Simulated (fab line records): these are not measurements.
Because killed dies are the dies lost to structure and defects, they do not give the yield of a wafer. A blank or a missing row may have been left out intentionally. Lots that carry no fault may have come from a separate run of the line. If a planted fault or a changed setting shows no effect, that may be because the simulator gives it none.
What tool caused it? | flow n5 finfet | Sampling: 6 lots, 16 wafers, 2 of 1938 route steps

WHAT THE GAUGES SHOWED, per wafer
N5_HKMG_FIN_CD_MEAS_49: the cd target is 202 nm.
lot  | measured    | on        | cd nm (nm)
L199 | day 4 19:29 | cd sem-03 | 203.2 202.7 203.4
L202 | day 5 08:26 | cd sem-01 | 202.5 200.8 201.1
L204 | day 5 21:21 | cd sem-01 | 201.9 201.8 202.2
L207 | day 6 23:51 | cd sem-01 | 202.3 201.9 202.7
L214 | day 8 13:40 | cd sem-03 | 203.3 203.1
L219 | day 9 15:32 | cd sem-03 | 203.2 202.6

EACH LOT AND THE TOOL THAT RAN IT (in order: tool; ch and the chambers of the sampled wafers; start)
lot  | N5_HKMG_FIN_HK_ALD_01
L199 | ald hk-02 ch 0,1,2, day 4 18:24
L202 | ald hk-01 ch 1,3, day 5 07:36
L204 | ald hk-01 ch 0,1,2, day 5 20:14
L207 | ald hk-02 ch 0,1,2, day 6 22:55
L214 | ald hk-01 ch 2,3, day 8 12:44
L219 | ald hk-01 ch 0,3, day 9 14:42
- N5_HKMG_FIN_HK_ALD_01: deposits HfO2, target thk 1.6 nm, pulse time 3 s, purge time 3 s.

THE ANSWER, worked out from the rows above alone
Rule: what is usual is taken from the lots themselves. The widest of any qualifying gaps counts: lots, ordered by their means at a reading, are off when they make up no more than a third of the lots, leave a main group of 4 or more, and stand apart from it by 3 or more times the standard deviation of that group's means. A main group is skipped when, at the precision printed for the reading in the tables above, its means are all equal. A lot without any number at a reading at which 4 lots or more have one is off too. The other lots that the step has rows for count as sound.
Nothing can be told from this: no lot is off at any reading shown.

WHAT THE SIMULATOR PUT IN
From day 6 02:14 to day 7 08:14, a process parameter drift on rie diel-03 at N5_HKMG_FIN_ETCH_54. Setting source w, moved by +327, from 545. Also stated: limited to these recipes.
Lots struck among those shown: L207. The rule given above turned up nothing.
